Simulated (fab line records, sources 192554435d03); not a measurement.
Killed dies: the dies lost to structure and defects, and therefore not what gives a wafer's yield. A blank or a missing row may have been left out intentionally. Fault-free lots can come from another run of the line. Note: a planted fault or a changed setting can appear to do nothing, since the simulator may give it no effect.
Matching of chambers / flow n5 finfet / 4 sister chambers for N5_BEOL_M4_ETCH_63 on rie diel-05
The step etches SiARC in CF4, target depth 15.6 nm, time 26 s. 8 wafers are shown with their chamber, then 7 later ones without.

EACH WAFER AND ITS CHAMBER
wafer=L074.2; chamber=1; throttle valve pct (%)=15.99; drypump motor current A (A)=5.2
wafer=L076.2; chamber=2; throttle valve pct (%)=15.22; drypump motor current A (A)=5.2
wafer=L076.5; chamber=1; throttle valve pct (%)=16.00; drypump motor current A (A)=5.1
wafer=L080.3; chamber=3; throttle valve pct (%)=16.01; drypump motor current A (A)=5.6
wafer=L080.4; chamber=0; throttle valve pct (%)=15.60; drypump motor current A (A)=6.5
wafer=L080.5; chamber=3; throttle valve pct (%)=16.00; drypump motor current A (A)=5.6
wafer=L085.3; chamber=2; throttle valve pct (%)=15.23; drypump motor current A (A)=5.2
wafer=L085.4; chamber=0; throttle valve pct (%)=15.61; drypump motor current A (A)=6.4

WAFERS WHOSE CHAMBER IS MISSING
wafer=L085.5; throttle valve pct (%)=15.55; drypump motor current A (A)=5.1
wafer=L094.2; throttle valve pct (%)=15.28; drypump motor current A (A)=5.2
wafer=L094.3; throttle valve pct (%)=15.61; drypump motor current A (A)=5.1
wafer=L094.6; throttle valve pct (%)=15.54; drypump motor current A (A)=5.5
wafer=L096.1; throttle valve pct (%)=15.66; drypump motor current A (A)=6.4
wafer=L096.3; throttle valve pct (%)=15.54; drypump motor current A (A)=5.5
wafer=L096.5; throttle valve pct (%)=15.62; drypump motor current A (A)=5.2

WHICH CHAMBER EACH ONE RAN IN
wafer=L085.5; from the rows above=0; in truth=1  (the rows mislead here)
wafer=L094.2; from the rows above=2; in truth=2
wafer=L094.3; from the rows above=0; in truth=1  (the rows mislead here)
wafer=L094.6; from the rows above=0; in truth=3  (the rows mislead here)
wafer=L096.1; from the rows above=0; in truth=0
wafer=L096.3; from the rows above=0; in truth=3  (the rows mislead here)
wafer=L096.5; from the rows above=0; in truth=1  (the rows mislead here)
Placed correctly: 2 of 7. Can't be placed from these rows: 0. 5 placed wrongly.
How it was worked out, from the rows above alone: a wafer's distance from a chamber is the root of the sum, over the readings, of the square of ((its reading less the chamber's mean) divided by the reading's scatter). If the next closest chamber is less than 2 further off than the closest, the wafer can't be placed; otherwise it belongs to the closest. Each chamber's mean is taken over the wafers shown for it. The scatter: take each reading less its chamber's mean, square it, sum over the shown wafers, divide by the number of wafers less the number of chambers, and take the root.
